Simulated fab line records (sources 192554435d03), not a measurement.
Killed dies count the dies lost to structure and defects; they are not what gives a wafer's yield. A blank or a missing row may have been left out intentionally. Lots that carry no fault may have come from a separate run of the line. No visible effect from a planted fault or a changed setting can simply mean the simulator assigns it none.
Struck lot and sound lot, side by side / flow n5Finfet / 19 steps out of a route of 1938
Sound: these wafers, L694.3, L694.5, L694.6. Wafers L682.4, L682.6 were the ones struck. The cause comes at the end.
At each step with rows: each side's tool, then ch and its chambers, then its first start. Under that, the readings that differ: sound wafers / struck wafers / difference of the means / sigmas: that difference in standard deviations of wafers without a fault.
alike: words and numbers the same on both sides, and readings whose means are apart by under 2 such deviations; not compared: readings that were withheld, readings missing a value for some wafer, numbers with overlapping values and no deviation given by the record, and bounds like >300 which may hide the same value.
Wherever a step has rows on one side only, a row that says differs or no value, or a row with sigmas, the two part there. Non-overlapping numbers with no deviation appear without sigmas and do not part them. A reading missing from all wafers of one side parts the sides only when that side holds two or more wafers.

N5_BEOL_M1_INSPECT_30: inspects for defects (brightfield).
  struck on defectInspect-01, day 8 07:26; sound on defectInspect-02, day 11 04:37
  alike: rawDefectCount
then, 2 steps without rows for these wafers: N5_BEOL_M1_DESCUM_33 (chemistry O2, time 7 s); N5_BEOL_M1_ETCH_77 (etches underlayer in N2/H2, target depth 6.5 nm, time 5.2 s).
N5_BEOL_M1_ETCH_69: etches SiARC in CF4, target depth 15.6 nm, time 26 s.
  sound on rieDiel-03 ch 0,1, day 11 04:41; struck on rieDiel-03 ch 0, day 8 07:31
  alike: drypumpMotorCurrentA, etchRfOnTimeS, mfcArSccm, oesProductAu, rfVppV, showerheadPlenumPTorr, throttleValvePct
  not compared: rfHoursCounterH
N5_BEOL_M1_ALD_98: deposits SiO2, target thk 2.5 nm, pulse time 1 s, co reactant pulse time 1 s.
  sound on aldSin-02 ch 0,2,3, day 11 04:46; struck on aldSin-01 ch 1,3, day 8 07:35
  alike: heaterPowerW, precursorPulseHeightRel
then, 4 steps without rows for these wafers: N5_BEOL_M1_ETCHBACK_99 (etches SiO2 in CHF3, target depth 5 nm, time 10.4 s); N5_BEOL_M1_ETCH_70 (etches SOC in N2/H2, target depth 80 nm, overetch 16 nm, time 120 s); N5_BEOL_M1_STRIP_71 (strips in N2/H2); N5_BEOL_M1_STRIP_78 (strips in N2/H2).
N5_BEOL_M1_VIA_ETCH_34: etches the open film in C4F6/O2, target depth 67.8 nm, time 64.4 s.
  sound on rieDiel-03 ch 0,1, day 11 05:02; struck on rieDiel-03 ch 2,3, day 8 08:40
reading=runLengthS (s); sound=87.2 87.2 87.2; struck=88.0 87.9; difference=+0.8; sigmas=+2
  alike: drypumpMotorCurrentA, mfcArSccm, oesProductAu, rfVppV, showerheadPlenumPTorr, throttleValvePct
  not compared: rfHoursCounterH
then, 2 steps without rows for these wafers: N5_BEOL_M1_STRIP_83 (strips in C4F6/O2); N5_BEOL_M1_STRIP_36 (strips in N2/H2).
N5_BEOL_M1_TRENCH_ETCH_37: etches SiOC in C4F6/O2, target depth 55.207 nm, time 29 s.
  sound on rieDiel-03 ch 0,1, day 11 05:08; struck on rieDiel-03 ch 2,3, day 8 08:46
reading=runLengthS (s); sound=51.9 51.5 51.9; struck=43.4 43.3; difference=-8.4; sigmas=-21
reading=model.BEOL_M1.featureDepthNm (nm); sound=57.2 54.4 57.2; struck=38.2 38.4; difference=-18.0; sigmas=
reading=model.etch.depthNm (nm); sound=57.23 54.46 57.28; struck=38.26 38.38; difference=-18.00; sigmas=
reading=model.TiN_of_BEOL_M1_HM_DEP_02.thkNm (nm); sound=17.6 17.4 17.6; struck=18.2 18.4; difference=+0.8; sigmas=
  alike: drypumpMotorCurrentA, mfcArSccm, oesProductAu, rfVppV, showerheadPlenumPTorr, throttleValvePct
  not compared: rfHoursCounterH
N5_BEOL_M1_ETCH_41: etches SiCN in CH3F/O2, target depth 31.9 nm, time 57.8 s.
  sound: rieDiel-03 ch 0,1; struck: rieDiel-03 ch 2,3
  alike: drypumpMotorCurrentA, mfcArSccm, oesProductAu, rfVppV, runLengthS, showerheadPlenumPTorr, throttleValvePct
  not compared: rfHoursCounterH
N5_BEOL_M1_STRIP_97: strips in N2/H2, time 10 s.
  sound: rieDiel-03 ch 0,1; struck: rieDiel-03 ch 2,3
  alike: drypumpMotorCurrentA, oesProductAu, rfVppV, showerheadPlenumPTorr, throttleValvePct
  not compared: rfHoursCounterH
N5_BEOL_M1_OCD_MEAS_38:
  struck on ocd-01, day 8 08:56; sound on ocd-01, day 11 05:17
reading=trenchDepthNm (nm); sound=57.8 54.2 57.4; struck=38.7 38.5; difference=-17.9; sigmas=-15
then, 1 step without rows for these wafers: N5_BEOL_M1_HM_STRIP_39 (strips TiN in peroxide tin strip, target depth 25 nm, time 158 s).
N5_BEOL_M4_RC_MEAS_101:
  sound on prober-02 ch 0, day 12 17:34; struck on prober-01 ch 0, day 9 21:59
  alike: DIBL_N, DIBL_P, IOFF_N, IOFF_P, ION_N, ION_P, SS_N, SS_P, VT_N, VT_P
-- here the record skips 4 days between the struck wafers' starts before and after, leaving off in module BEOL_M4 and picking up in module PASSIVATION (first step shown: number 1936 of the route) --
N5_PASSIVATION_PROBE_49:
  the record has rows for the struck wafers here (prober-02, day 14 07:26) and none for the sound ones

WHERE THEY PART
Earliest at N5_BEOL_M1_VIA_ETCH_34; latest, in this record, at N5_PASSIVATION_PROBE_49.

WHY: the cause the simulator had injected
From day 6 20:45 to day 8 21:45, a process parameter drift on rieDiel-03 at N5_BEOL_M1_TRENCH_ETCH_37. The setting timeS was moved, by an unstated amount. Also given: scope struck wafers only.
